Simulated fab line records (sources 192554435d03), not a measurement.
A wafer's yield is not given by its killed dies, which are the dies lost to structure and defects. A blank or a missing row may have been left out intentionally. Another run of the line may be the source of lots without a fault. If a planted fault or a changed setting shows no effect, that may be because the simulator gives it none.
What tool caused it?	flow n5 finfet	Sampling: 10 lots, 30 wafers, 4 of 1938 route steps

== WHAT THE GAUGES SHOWED, per wafer ==
N5_BEOL_M13_INSPECT_30: inspects for defects (macro).
lot	measured	on	raw defect count
L584	day 10 08:55	defect inspect-01	1 1 4
L586	day 11 07:25	defect inspect-02	1 1 1
L591	day 12 13:16	defect inspect-01	5 3 0
L595	day 13 06:42	defect inspect-01	0 1 1
L593	day 13 14:26	defect inspect-01	2 2 0
L597	day 14 04:43	defect inspect-02	0 2 0
L602	day 15 08:37	defect inspect-02	19 3 2
L604	day 15 16:10	defect inspect-02	3 0 2
L606	day 16 12:23	defect inspect-02	2 4 2
L607	day 16 12:53	defect inspect-01	1 1 1

== TOOL THAT RAN EACH LOT (tool first, then ch and the chambers of the sampled wafers, then the start) ==
lot	N5_BEOL_M12_SPUTTER_44	N5_BEOL_M13_VIA_ETCH_16	N5_BEOL_M13_STRIP_64
L584	pvd sputter-02, day 10 06:10	rie diel-05 ch 0,2,3, day 10 07:58	plasma asher-01 ch 0,1, day 10 08:16
L586	pvd sputter-03, day 11 04:44	rie diel-04 ch 0,1,2, day 11 06:35	plasma asher-01 ch 0,1, day 11 06:52
L591	pvd sputter-02, day 12 10:14	rie diel-01 ch 0,1,3, day 12 12:19	plasma asher-02 ch 0,1, day 12 12:36
L595	pvd sputter-02, day 13 03:59	rie diel-01 ch 0,1,2, day 13 05:45	plasma asher-02 ch 0,1, day 13 06:02
L593	pvd sputter-02, day 13 11:37	rie diel-05 ch 1,2,3, day 13 13:29	plasma asher-01 ch 0,1, day 13 13:47
L597	pvd sputter-02, day 14 01:26	rie diel-05 ch 0,1,2, day 14 03:54	plasma asher-01 ch 0,1, day 14 04:12
L602	pvd sputter-03, day 15 05:43	rie diel-05 ch 0,2, day 15 07:47	plasma asher-02 ch 0,1, day 15 08:05
L604	pvd sputter-03, day 15 13:28	rie diel-01 ch 1,2,3, day 15 15:20	plasma asher-02 ch 0,1, day 15 15:38
L606	pvd sputter-01, day 16 09:33	rie diel-01 ch 0,1, day 16 11:34	plasma asher-02 ch 0,1, day 16 11:52
L607	pvd sputter-01, day 16 10:03	rie diel-01 ch 0,1,3, day 16 11:56	plasma asher-01 ch 0,1, day 16 12:13
- N5_BEOL_M12_SPUTTER_44: material Ta, target thk 10 nm, time 16.13 s.
- N5_BEOL_M13_VIA_ETCH_16: etches SiOC in C4F8/O2/Ar, target depth 921.7 nm.
- N5_BEOL_M13_STRIP_64: strips in N2/H2.

== THE ANSWER, worked out from the rows above alone ==
Rule: the usual values come from the lots themselves. The widest of any qualifying gaps counts: lots, ordered by their means at a reading, are off when they make up no more than a third of the lots, leave a main group of 4 or more, and stand apart from it by 3 or more times the standard deviation of that group's means. If all means in a main group match to the digits the tables above print for the reading, that group is not used. Also off: a lot with no number at a reading for which 4 or more lots have one. All remaining lots with rows at the step are treated as sound.
Off: L602, at N5_BEOL_M13_INSPECT_30 (raw defect count). Mean 1.5 and standard deviation 0.74 in the main group.
If a tool, at a process step before that reading, ran all the lots that are off and no sound lot after the first of them, it fits. Gauges at N5_BEOL_M13_INSPECT_30: tried the same way as those tools. One fits: N5_BEOL_M13_VIA_ETCH_16 on rie diel-05. A fault onset in the window from L597 (day 14 03:54, its last sound lot) to L602 (day 15 07:47, its first lot off) fits.

== WHAT HAD BEEN PUT IN BY THE SIMULATOR ==
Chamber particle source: rie diel-05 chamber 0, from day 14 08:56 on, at N5_BEOL_M13_VIA_ETCH_16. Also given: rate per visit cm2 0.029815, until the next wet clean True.
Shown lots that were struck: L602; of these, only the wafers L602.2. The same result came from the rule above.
